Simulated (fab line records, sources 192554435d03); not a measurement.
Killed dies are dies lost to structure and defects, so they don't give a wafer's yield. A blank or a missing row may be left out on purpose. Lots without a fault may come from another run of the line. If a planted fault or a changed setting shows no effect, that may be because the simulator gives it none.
Matching of chambers + flow n5_finfet + 4 sister chambers for N5_BEOL_M3_DESCUM_33 on rie_diel-05
The step chemistry O2, time 7 s. 4 wafers are shown with their chamber, then 8 later ones without.

== WAFERS, EACH WITH ITS CHAMBER ==
| wafer  | chamber | drypump_motor_current_A (A) |
|--------|---------|-----------------------------|
| L078.5 | 2       | 5.6                         |
| L090.5 | 1       | 5.4                         |
| L090.6 | 0       | 5.6                         |
| L089.2 | 3       | 5.0                         |

== WAFERS WITHOUT THEIR CHAMBER ==
| wafer  | drypump_motor_current_A (A) |
|--------|-----------------------------|
| L089.3 | 5.6                         |
| L089.5 | 5.6                         |
| L094.1 | 5.5                         |
| L094.2 | 5.6                         |
| L094.6 | 5.6                         |
| L097.1 | 5.5                         |
| L097.2 | 5.0                         |
| L097.4 | 5.4                         |

== WHICH CHAMBER EACH WENT THROUGH ==
| wafer  | from the rows above          | in truth |
|--------|------------------------------|----------|
| L089.3 | can't be placed: 0 or 2      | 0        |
| L089.5 | can't be placed: 0 or 2      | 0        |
| L094.1 | can't be placed: 0 or 1 or 2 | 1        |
| L094.2 | can't be placed: 0 or 2      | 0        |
| L094.6 | can't be placed: 0 or 2      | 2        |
| L097.1 | can't be placed: 0 or 1 or 2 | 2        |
| L097.2 | 3                            | 3        |
| L097.4 | 1                            | 1        |
Placed correctly: 2 of 8. These rows do not allow placing 6 (true chamber among the candidates in 6). Wrongly placed: 0.
How it was worked out, from the rows above alone: a wafer's distance from a chamber is the root of the sum, over the readings, of the square of ((its reading less the chamber's mean) divided by the reading's scatter). If the next closest chamber is less than 2 further off than the closest, the wafer can't be placed; otherwise it belongs to the closest. For every chamber, the mean is computed from those of its wafers that are shown. The scatter: with one shown wafer a chamber, the root of the mean of the squares of how far each hidden wafer lies from its nearest shown one.
